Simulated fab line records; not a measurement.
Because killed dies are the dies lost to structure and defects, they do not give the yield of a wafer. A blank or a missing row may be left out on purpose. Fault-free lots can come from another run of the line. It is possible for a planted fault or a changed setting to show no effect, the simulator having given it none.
Lot-split experiment -- flow n5Finfet -- 7 lots, 21 wafers read, on a route of 1938 steps

== ABOUT THE SPLIT ==
At N5_SD_EPI_N_PEB_07 (peb time 60 s), the setting pebTempC was moved away from the recipe's 110 C on 5 of the 21 wafers read, by -2.5% to +2.7%. The other wafers ran this setting at the recipe's value.

== FROM THE SPLIT ON TO THE READING: in between, the file shows 1 step ==
- N5_SD_EPI_N_DEVELOP_08: develop time 30 s

== THE READING ==
Shown in nm: cdNm at N5_SD_EPI_N_CD_MEAS_09, with target cd 120 nm. A value of 120.0 nm with a standard deviation of 0.57 nm is what fault-free wafers of this fab line usually give.

wafer,"tool, chamber at the split","pebTempC as run, C",against the recipe,"cdNm, nm",against lot-mates on the recipe
L075.2,"lithoTrack-05, 0",110,recipe,119.4,-
L075.3,"lithoTrack-05, 0",107.3,-2.5%,113.1,-6.3
L075.6,"lithoTrack-05, 0",107.3,-2.5%,113.0,-6.4
L081.2,"lithoTrack-01, 0",113,+2.7%,127.8,+7.9
L081.3,"lithoTrack-01, 0",113,+2.7%,127.6,+7.7
L081.6,"lithoTrack-01, 0",110,recipe,119.9,-
L082.2,"lithoTrack-01, 0",110,recipe,119.9,-
L082.5,"lithoTrack-01, 0",110,recipe,120.1,-
L082.6,"lithoTrack-01, 0",110,recipe,120.2,-
L083.2,"lithoTrack-01, 0",110,recipe,118.8,-
L083.3,"lithoTrack-01, 0",110,recipe,118.2,-
L083.4,"lithoTrack-01, 0",110,recipe,118.9,-
L086.2,"lithoTrack-01, 0",110,recipe,120.3,-
L086.3,"lithoTrack-01, 0",110,recipe,119.7,-
L086.6,"lithoTrack-01, 0",110,recipe,120.7,-
L089.1,"lithoTrack-05, 0",110,recipe,120.8,-
L089.5,"lithoTrack-05, 0",110,recipe,119.8,-
L089.6,"lithoTrack-05, 0",110,recipe,120.5,-
L093.1,"lithoTrack-01, 0",110,recipe,119.9,-
L093.3,"lithoTrack-01, 0",110,recipe,118.6,-
L093.4,"lithoTrack-01, 0",108.1,-1.7%,114.7,-4.5

THE FIT
A straight line over all 21 wafers: cdNm changes by +2.84 nm for each +1% of pebTempC; r = +0.98; the points scatter about the line by 0.69 nm.
The same after taking each lot's own level away (the mean of its wafers on the recipe; 21 wafers): +2.73 nm for each +1%; r = +0.99; scatter 0.37 nm.
That fit puts the effect of the largest move of pebTempC on the reading at 7.4 nm.
Across the lots, their own levels run from 118.63 to 120.37 nm, a range of 3.0 times the standard deviation given above.
Hence the lot-to-lot level has little effect on the slope; both slopes agree.
Check: for one of the wafers moved furthest among these (+2.7%), held out of the fit, the line's prediction against its lot-mates is +7.35 nm. Against them it came out at +7.9 nm.

== THE WHOLE CHAIN: every reading that the file lists as answering this split, in the file's order ==
step,what it does,reading,change (the file's fit),r (the file's)
N5_SD_EPI_N_CD_MEAS_09,target cd 120 nm,cdNm,+2.72 nm for each +1% of the setting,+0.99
N5_SD_EPI_N_DESCUM_14,"chemistry O2, time 7.9 s","SD_EPI_N.cdNm (the simulator's own value, which no gauge read)",+2.8 nm for each +1% of the setting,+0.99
N5_SD_EPI_N_ETCH_35,"etches SOC in N2/H2, overetch 108 nm, time 486 s","SD_EPI_N.cdNm (the simulator's own value, which no gauge read)",+2.85 nm for each +1% of the setting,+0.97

== FILE'S OWN FIT ==
cdNm changes by +2.72 nm for each +1% of pebTempC, r = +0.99.
